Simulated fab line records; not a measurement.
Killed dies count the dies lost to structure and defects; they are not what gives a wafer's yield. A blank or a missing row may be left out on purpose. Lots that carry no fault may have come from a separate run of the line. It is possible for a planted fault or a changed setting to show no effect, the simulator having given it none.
One fault seen from 2 desks ; flow nandHarc ; each desk has only its own numbers; what lay behind them comes last

## METROLOGY DESK
What the gauges read, lot by lot, whatever tool the lot ran on: means of the sampled wafers that have a number. Marked OUT: a lot whose mean sits more than 4 standard deviations from the usual mean, which makes it out of limits; the brackets give that distance.
Columns: A = overlayXNm at NHARC_HYBRID_BOND_OVL_MEAS_05, usual -2 nm; B = overlayYNm at NHARC_HYBRID_BOND_OVL_MEAS_05, usual 0 nm
lot;first seen here;A;B
L550;day 24 00:45;-25;16
L551;day 24 00:45;-11;23
L552;day 24 17:41;-6;-2
L553;day 25 08:03;14;-9
L554;day 26 06:47;-19;13
L557;day 26 06:47;22;28
L555;day 26 12:47;2;9
L556;day 27 17:27;16;-5
L558;day 27 17:27;11;-22
L564;day 29 22:22;-30;-4
L568;day 31 22:32;-5;21
This desk's finding: nothing out of limits on any of the 11 lots.

## AT THE TOOL OWNER'S DESK: cmp-01
The tool's own readings at NHARC_A_M1_CMP_23 (polishes, t overpolish 20 s, target thk 154.34 nm): means of the sampled wafers that have a number, for each lot that ran on this tool. Marked OUT: a lot whose mean sits more than 4 standard deviations from the usual mean, which makes it out of limits; the brackets give that distance.
Columns: A = edgeZonePressureFrac at NHARC_A_M1_CMP_23, usual 1.000; B = motorCurrentA at NHARC_A_M1_CMP_23, usual 11.2 A; C = timeToEndpointS at NHARC_A_M1_CMP_23, usual 28.1 s
lot;first seen here;A;B;C
L551;day 23 10:02;1.002;10.3;31.3
L553;day 24 15:35;1.001;10.7;28.6
L554;day 25 12:55;0.999;11.4;29.8
L558;day 27 03:43;1.001;10.6;27.9
L564;day 29 09:13;0.998;10.3;29.9
L568;day 31 07:41;0.997;10.3;28.0
This desk's finding: nothing out of limits on any of the 6 lots.

## BROUGHT TOGETHER
Nothing out of limits was seen by the metrology desk.
The desk of the tool owner found nothing out of limits.

## WHAT WAS PUT IN BY THE SIMULATOR
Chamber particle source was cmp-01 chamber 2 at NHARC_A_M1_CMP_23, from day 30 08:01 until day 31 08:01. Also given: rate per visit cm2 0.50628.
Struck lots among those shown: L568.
